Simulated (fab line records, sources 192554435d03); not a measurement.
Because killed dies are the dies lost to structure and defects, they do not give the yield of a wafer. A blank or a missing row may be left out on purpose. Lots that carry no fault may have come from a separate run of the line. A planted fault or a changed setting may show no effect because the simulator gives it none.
Split-lot experiment :: flow n5-finfet :: route with 1938 steps; 7 lots, 21 wafers read

## SPLIT DETAILS
At N5_BEOL_M8_PECVD_70 (deposits SiO2 from TEOS/O2, target thk 20 nm, time 22.7 s), the setting temp-c was moved away from the recipe's 400 C on 4 of the 21 wafers read, by -1.5% to +2.8%. This setting was run at the recipe's value on the other wafers.

## FROM THE SPLIT TO THE READING: what the file shows between them, 9 steps
- N5_BEOL_M8_EXPOSE_08: exposes mask M8 (also split here: dose-mj)
- N5_BEOL_M8_PEB_09: peb time 60 s
- N5_BEOL_M8_DEVELOP_10: develop time 30 s
- N5_BEOL_M8_HM_OPEN_17: chemistry Cl2/BCl3, target TiN, target depth 20 nm, overetch 6 nm
- N5_BEOL_M8_STRIP_19: strips in O2
- N5_BEOL_M8_CD_MEAS_18: pitch 80 nm, target cd 40 nm
- N5_BEOL_M8_COAT_63: time 60 s, resist thk 60 nm
- N5_BEOL_M8_COAT_64: time 60 s, resist thk 12 nm
- N5_BEOL_M8_STRIP_80: strips in N2/H2, time 10 s

## THE READING
SiO2_of_BEOL_M8_PECVD_70.thk-nm (the simulator's own value, which no gauge read), in nm, at N5_BEOL_M8_HM_STRIP_39 (strips TiN in peroxide tin strip, target depth 25 nm, time 158 s). The file gives no usual value for it. The 17 wafers here that ran the recipe average 19.9 nm, standard deviation 0.33 nm.

wafer: L079.2
tool, chamber at the split: pecvd-03, 1,0
temp-c as run, C: 400
against the recipe: recipe
SiO2_of_BEOL_M8_PECVD_70.thk-nm, nm: 19.6
against lot-mates on the recipe: -

wafer: L079.4
tool, chamber at the split: pecvd-03, 1,0
temp-c as run, C: 400
against the recipe: recipe
SiO2_of_BEOL_M8_PECVD_70.thk-nm, nm: 19.6
against lot-mates on the recipe: -

wafer: L079.5
tool, chamber at the split: pecvd-03, 1
temp-c as run, C: 400
against the recipe: recipe
SiO2_of_BEOL_M8_PECVD_70.thk-nm, nm: 20
against lot-mates on the recipe: -

wafer: L081.3
tool, chamber at the split: pecvd-03, 1
temp-c as run, C: 411.2
against the recipe: +2.8%
SiO2_of_BEOL_M8_PECVD_70.thk-nm, nm: 18.6
against lot-mates on the recipe: -1.4

wafer: L081.4
tool, chamber at the split: pecvd-03, 2
temp-c as run, C: 400
against the recipe: recipe
SiO2_of_BEOL_M8_PECVD_70.thk-nm, nm: 19.8
against lot-mates on the recipe: -

wafer: L081.5
tool, chamber at the split: pecvd-03, 1
temp-c as run, C: 400
against the recipe: recipe
SiO2_of_BEOL_M8_PECVD_70.thk-nm, nm: 20.2
against lot-mates on the recipe: -

wafer: L082.1
tool, chamber at the split: pecvd-03, 2
temp-c as run, C: 400
against the recipe: recipe
SiO2_of_BEOL_M8_PECVD_70.thk-nm, nm: 19.6
against lot-mates on the recipe: -

wafer: L082.4
tool, chamber at the split: pecvd-03, 2
temp-c as run, C: 400
against the recipe: recipe
SiO2_of_BEOL_M8_PECVD_70.thk-nm, nm: 20.2
against lot-mates on the recipe: -

wafer: L082.5
tool, chamber at the split: pecvd-03, 1
temp-c as run, C: 400
against the recipe: recipe
SiO2_of_BEOL_M8_PECVD_70.thk-nm, nm: 20
against lot-mates on the recipe: -

wafer: L083.1
tool, chamber at the split: pecvd-04, 2,0
temp-c as run, C: 400
against the recipe: recipe
SiO2_of_BEOL_M8_PECVD_70.thk-nm, nm: 19.8
against lot-mates on the recipe: -

wafer: L083.5
tool, chamber at the split: pecvd-04, 2,0
temp-c as run, C: 400
against the recipe: recipe
SiO2_of_BEOL_M8_PECVD_70.thk-nm, nm: 19.8
against lot-mates on the recipe: -

wafer: L083.3
tool, chamber at the split: pecvd-04, 1
temp-c as run, C: 400
against the recipe: recipe
SiO2_of_BEOL_M8_PECVD_70.thk-nm, nm: 19.6
against lot-mates on the recipe: -

wafer: L088.2
tool, chamber at the split: pecvd-01, 2
temp-c as run, C: 400
against the recipe: recipe
SiO2_of_BEOL_M8_PECVD_70.thk-nm, nm: 19.2
against lot-mates on the recipe: -

wafer: L088.3
tool, chamber at the split: pecvd-01, 1
temp-c as run, C: 400
against the recipe: recipe
SiO2_of_BEOL_M8_PECVD_70.thk-nm, nm: 20
against lot-mates on the recipe: -

wafer: L088.6
tool, chamber at the split: pecvd-01, 2
temp-c as run, C: 394
against the recipe: -1.5%
SiO2_of_BEOL_M8_PECVD_70.thk-nm, nm: 20.4
against lot-mates on the recipe: +0.8

wafer: L091.3
tool, chamber at the split: pecvd-04, 2,0
temp-c as run, C: 400
against the recipe: recipe
SiO2_of_BEOL_M8_PECVD_70.thk-nm, nm: 20
against lot-mates on the recipe: -

wafer: L091.4
tool, chamber at the split: pecvd-04, 2,0
temp-c as run, C: 400
against the recipe: recipe
SiO2_of_BEOL_M8_PECVD_70.thk-nm, nm: 19.8
against lot-mates on the recipe: -

wafer: L091.6
tool, chamber at the split: pecvd-04, 2
temp-c as run, C: 406
against the recipe: +1.5%
SiO2_of_BEOL_M8_PECVD_70.thk-nm, nm: 19.4
against lot-mates on the recipe: -0.5

wafer: L089.4
tool, chamber at the split: pecvd-03, 1
temp-c as run, C: 400
against the recipe: recipe
SiO2_of_BEOL_M8_PECVD_70.thk-nm, nm: 20.4
against lot-mates on the recipe: -

wafer: L089.5
tool, chamber at the split: pecvd-03, 2
temp-c as run, C: 400
against the recipe: recipe
SiO2_of_BEOL_M8_PECVD_70.thk-nm, nm: 20.6
against lot-mates on the recipe: -

wafer: L089.6
tool, chamber at the split: pecvd-03, 0
temp-c as run, C: 409.7
against the recipe: +2.4%
SiO2_of_BEOL_M8_PECVD_70.thk-nm, nm: 18.6
against lot-mates on the recipe: -1.9
Rows listing several chambers each stand for several wafers; the file does not say which wafer went through which chamber.

FIT RESULTS
A straight line over all 21 wafers: SiO2_of_BEOL_M8_PECVD_70.thk-nm changes by -0.45 nm for each +1% of temp-c; r = -0.80; the points scatter about the line by 0.32 nm.
The same after taking each lot's own level away (the mean of its wafers on the recipe; 21 wafers): -0.575 nm for each +1%; r = -0.91; scatter 0.25 nm.
On that fit, the largest move of temp-c shifts the reading by 1.6 nm.
The lots' own levels span 19.60 to 20.50 nm, that is 2.7 times the standard deviation above.
So the lot-to-lot level blurs the effect unless lot-mates are compared.
Check: for one of the wafers moved furthest among these (+2.8%), held out of the fit, the line's prediction against its lot-mates is -1.77 nm. Against them it came out at -1.4 nm.

## THE OTHER SPLITS THESE WAFERS WENT THROUGH
These wafers also went through other splits before the reading. Each is held against what the fit with the lots' levels taken away leaves over:
other split on the same wafers: N5_BEOL_M4_COAT_68 spin-rpm
wafers away from the commonest value: 8
r with SiO2_of_BEOL_M8_PECVD_70.thk-nm (lot level and that fit taken away): +0.01

other split on the same wafers: N5_BEOL_M4_DEP_57 time-s
wafers away from the commonest value: 9
r with SiO2_of_BEOL_M8_PECVD_70.thk-nm (lot level and that fit taken away): +0.09

other split on the same wafers: N5_BEOL_M6_ETCH_61 bias-w
wafers away from the commonest value: 8
r with SiO2_of_BEOL_M8_PECVD_70.thk-nm (lot level and that fit taken away): -0.19

other split on the same wafers: N5_BEOL_M6_COAT_71 spin-rpm
wafers away from the commonest value: 6
r with SiO2_of_BEOL_M8_PECVD_70.thk-nm (lot level and that fit taken away): -0.13

other split on the same wafers: N5_BEOL_M7_PECVD_70 temp-c
wafers away from the commonest value: 8
r with SiO2_of_BEOL_M8_PECVD_70.thk-nm (lot level and that fit taken away): +0.50

other split on the same wafers: N5_BEOL_M8_EXPOSE_08 dose-mj
wafers away from the commonest value: 6
r with SiO2_of_BEOL_M8_PECVD_70.thk-nm (lot level and that fit taken away): -0.03

## THE WHOLE CHAIN: every reading that the file lists as answering this split, in the file's order
step: N5_BEOL_M8_PECVD_70
what it does: deposits SiO2 from TEOS/O2, target thk 20 nm, time 22.7 s
reading: SiO2_of_BEOL_M8_PECVD_70.thk-nm (the simulator's own value, which no gauge read)
change (the file's fit): -0.535 nm for each +1% of the setting
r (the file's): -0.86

step: N5_BEOL_M8_HM_STRIP_39
what it does: strips TiN in peroxide tin strip, target depth 25 nm, time 158 s
reading: SiO2_of_BEOL_M8_PECVD_70.thk-nm (the simulator's own value, which no gauge read)
change (the file's fit): -0.575 nm for each +1% of the setting
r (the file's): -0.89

## FILE'S OWN FIT
SiO2_of_BEOL_M8_PECVD_70.thk-nm changes by -0.575 nm for each +1% of temp-c, r = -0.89.
